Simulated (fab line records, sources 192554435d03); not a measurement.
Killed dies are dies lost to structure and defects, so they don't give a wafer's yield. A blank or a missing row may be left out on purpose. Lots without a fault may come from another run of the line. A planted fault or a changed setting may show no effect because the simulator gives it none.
Split-lot experiment | flow n5_finfet | 7 lots, 21 wafers read, on a route of 1938 steps

THE SPLIT
At N5_BEOL_M0_ETCH_128 (etches SiCN in CF4/N2, target depth 12 nm, overetch 5.1 nm, time 21.4 s), the setting source_w was moved away from the recipe's 430 W on 7 of the 21 wafers read, by -17.5% to +12.0%. The other wafers ran this setting at the recipe's value.

The reading is taken at the split's own step.

THE READING
rf_vpp_V, in V, at N5_BEOL_M0_ETCH_128 (etches SiCN in CF4/N2, target depth 12 nm, overetch 5.1 nm, time 21.4 s). Fault-free wafers of this fab line usually give 382.4 V, standard deviation 1.3 V.

wafer  | tool, chamber at the split | source_w as run, W | against the recipe | rf_vpp_V, V | against lot-mates on the recipe
L077.1 | rie_diel-06, 1             | 430                | recipe             | 382.7       | -
L077.5 | rie_diel-06, 3             | 430                | recipe             | 385.7       | -
L077.6 | rie_diel-06, 0             | 474.3              | +10.3%             | 369.7       | -14.5
L074.1 | rie_diel-05, 2             | 481.6              | +12.0%             | 366.9       | no lot-mate on the recipe
L074.3 | rie_diel-05, 3             | 481.6              | +12.0%             | 366.9       | no lot-mate on the recipe
L074.4 | rie_diel-05, 0             | 481.6              | +12.0%             | 366.9       | no lot-mate on the recipe
L079.3 | rie_diel-03, 2             | 430                | recipe             | 383.8       | -
L079.4 | rie_diel-03, 0             | 354.6              | -17.5%             | 406.7       | +23.0
L079.5 | rie_diel-03, 2             | 430                | recipe             | 383.6       | -
L083.1 | rie_diel-06, 3             | 463.2              | +7.7%              | 374.0       | -8.5
L083.2 | rie_diel-06, 0             | 430                | recipe             | 382.1       | -
L083.4 | rie_diel-06, 3             | 430                | recipe             | 382.8       | -
L091.2 | rie_diel-06, 1             | 430                | recipe             | 382.6       | -
L091.5 | rie_diel-06, 3             | 430                | recipe             | 383.9       | -
L091.6 | rie_diel-06, 2             | 430                | recipe             | 381.2       | -
L092.2 | rie_diel-03, 2             | 430                | recipe             | 383.9       | -
L092.3 | rie_diel-03, 1             | 430                | recipe             | 381.7       | -
L092.4 | rie_diel-03, 2             | 430                | recipe             | 384.2       | -
L094.1 | rie_diel-05, 3             | 370.9              | -13.7%             | 400.9       | +18.6
L094.3 | rie_diel-05, 2             | 430                | recipe             | 380.7       | -
L094.6 | rie_diel-05, 1             | 430                | recipe             | 383.9       | -

THE FIT
A straight line over all 21 wafers: rf_vpp_V changes by -1.33 V for each +1% of source_w; r = -0.99; the points scatter about the line by 1.2 V.
The same after taking each lot's own level away (the mean of its wafers on the recipe; 18 wafers): -1.32 V for each +1%; r = -0.99; scatter 1.2 V.
On that fit, the largest move of source_w shifts the reading by 23 V.
The lots' own levels span 382.30 to 384.20 V, that is 1.5 times the standard deviation above.
So the lot-to-lot level changes the slope little: the two slopes agree.
Check: with one of the wafers moved furthest among these (-17.5%) left out of the fit, the line predicts +23.3 V for it against its lot-mates. It came out at +23 V against them.
Tool readings at the split's step, against how far the setting was moved: rf_vpp_V r = -0.99.

OTHER SPLITS ON THESE WAFERS
These wafers also went through other splits before the reading. Each is held against what the fit with the lots' levels taken away leaves over:
other split on the same wafers        | wafers away from the commonest value | r with rf_vpp_V (lot level and that fit taken away)
N5_FIN_SAQP_COAT_50 spin_rpm          | 6                                    | +0.23
N5_FIN_SAQP_DEVELOP_15 develop_time_s | 8                                    | -0.16
N5_SD_EPI_P_EPI_21 time_s             | 6                                    | -0.29
N5_SD_ACTIVATION_LSA_01 temp_c        | 3                                    | -0.14
N5_BEOL_M0_SAQP_PECVD_04 time_s       | 7                                    | -0.23
N5_BEOL_M0_SAQP_EXPOSE_11 dose_mj     | 5                                    | -0.29
N5_BEOL_M0_CUTY_ETCH_63 time_s        | 10                                   | -0.10

THE FILE'S OWN FIT
rf_vpp_V changes by -1.32 V for each +1% of source_w, r = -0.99.
